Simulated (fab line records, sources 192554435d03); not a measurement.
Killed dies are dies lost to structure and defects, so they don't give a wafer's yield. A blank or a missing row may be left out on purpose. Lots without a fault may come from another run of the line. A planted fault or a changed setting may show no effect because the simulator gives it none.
Chamber matching | flow n5_finfet | N5_FIN_SAQP_ALD_61 on ald_sin-01: 4 sister chambers
The step deposits SiO2, target thk 4 nm, pulse time 1 s, purge time 2 s. 8 wafers are shown with their chamber, then 9 later ones without.

WAFERS WITH THEIR CHAMBER
wafer  | chamber | heater_power_w (W) | susceptor_temp_C (C)
L077.1 | 0       | 485                | 300.21
L083.5 | 2       | 461                | 300.15
L083.6 | 1       | 467                | 300.34
L084.1 | 2       | 456                | 299.91
L084.6 | 0       | 483                | 300.06
L088.3 | 1       | 465                | 300.07
L088.4 | 3       | 450                | 299.64
L088.6 | 3       | 459                | 299.51

WAFERS WITHOUT THEIR CHAMBER
wafer  | heater_power_w (W) | susceptor_temp_C (C)
L090.1 | 465                | 299.97
L090.5 | 472                | 300.11
L090.6 | 453                | 300.00
L093.1 | 493                | 299.69
L093.3 | 473                | 300.06
L093.6 | 456                | 300.13
L095.4 | 481                | 299.88
L095.5 | 466                | 299.92
L095.6 | 507                | 300.23

WHICH CHAMBER EACH WENT THROUGH
wafer  | from the rows above          | in truth
L090.1 | can't be placed: 1 or 2      | 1
L090.5 | can't be placed: 1 or 0 or 2 | 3
L090.6 | can't be placed: 2 or 3      | 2
L093.1 | 0                            | 0
L093.3 | can't be placed: 1 or 0 or 2 | 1
L093.6 | can't be placed: 2 or 1      | 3
L095.4 | 0                            | 0
L095.5 | can't be placed: 1 or 2 or 3 | 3
L095.6 | 0                            | 0
Placed correctly: 3 of 9. Can't be placed from these rows: 6 (the true chamber is among the candidates in 4). Placed wrongly: 0.
How it was worked out, from the rows above alone: a wafer's distance from a chamber is the root of the sum, over the readings, of the square of ((its reading less the chamber's mean) divided by the reading's scatter). The wafer belongs to the nearest chamber; if the next one is less than 2 further off, it can't be placed. A chamber's mean is the mean of its shown wafers. The scatter: the root of (the sum of the squares of (reading less its chamber's mean) over the shown wafers, divided by (wafers less chambers)).
